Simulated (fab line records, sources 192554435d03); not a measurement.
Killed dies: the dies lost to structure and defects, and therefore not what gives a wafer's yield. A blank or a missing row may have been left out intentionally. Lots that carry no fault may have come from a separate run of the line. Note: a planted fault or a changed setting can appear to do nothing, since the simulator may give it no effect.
Matching of chambers ; flow n5_finfet ; 4 sister chambers for N5_BEOL_M0_SAQP_STRIP_86 on rie_diel-05
The step strips in N2/H2. 14 wafers are shown with their chamber, then 7 later ones without.

## WAFERS WITH THEIR CHAMBER
wafer;chamber;showerhead_plenum_p_Torr (Torr);drypump_motor_current_A (A);throttle_valve_pct (%)
L080.2;0;3.29;6.4;19.4
L080.5;3;3.32;5.3;18.8
L080.6;2;3.55;5.5;19.3
L081.1;0;3.29;6.4;19.5
L081.2;2;3.55;5.5;19.3
L081.3;3;3.32;5.3;18.8
L085.2;1;3.55;5.4;18.6
L085.5;2;3.54;5.5;19.3
L085.6;1;3.55;5.3;18.6
L087.1;3;3.31;5.3;18.8
L087.4;2;3.54;5.5;19.4
L087.5;1;3.55;5.3;18.6
L090.1;0;3.28;6.4;19.5
L090.2;3;3.31;5.4;18.8

SIGNATURES (means of the wafers above)
reading;chamber 0;chamber 1;chamber 2;chamber 3;scatter within a chamber
showerhead_plenum_p_Torr;3.2867;3.5500;3.5450;3.3150;0.00516
drypump_motor_current_A;6.400;5.333;5.500;5.325;0.0376
throttle_valve_pct;19.467;18.600;19.325;18.800;0.0376
Rule: distance of a wafer from a chamber = root of the sum over the readings of ((wafer's reading minus chamber's mean) / reading's scatter) squared. If the next closest chamber is less than 2 further off than the closest, the wafer can't be placed; otherwise it belongs to the closest. How the scatter is found: for the shown wafers, subtract from each reading the mean of its chamber, square and add these, divide the total by (wafers less chambers), then take the root.

## WAFERS WITHOUT THEIR CHAMBER
wafer;showerhead_plenum_p_Torr (Torr);drypump_motor_current_A (A);throttle_valve_pct (%)
L090.3;3.54;5.5;19.4
L092.4;3.53;5.4;19.4
L092.5;3.28;6.4;19.5
L092.6;3.55;5.4;18.6
L094.1;3.53;5.5;19.4
L094.2;3.54;5.3;18.6
L094.3;3.28;6.3;19.5

## CHAMBER TAKEN BY EACH
wafer;from the rows above;in truth
L090.3;2;2
L092.4;2;2
L092.5;0;0
L092.6;1;1
L094.1;2;2
L094.2;1;1
L094.3;0;0
7 of 7 placed correctly. Number that these rows cannot place: 0. 0 placed wrongly.
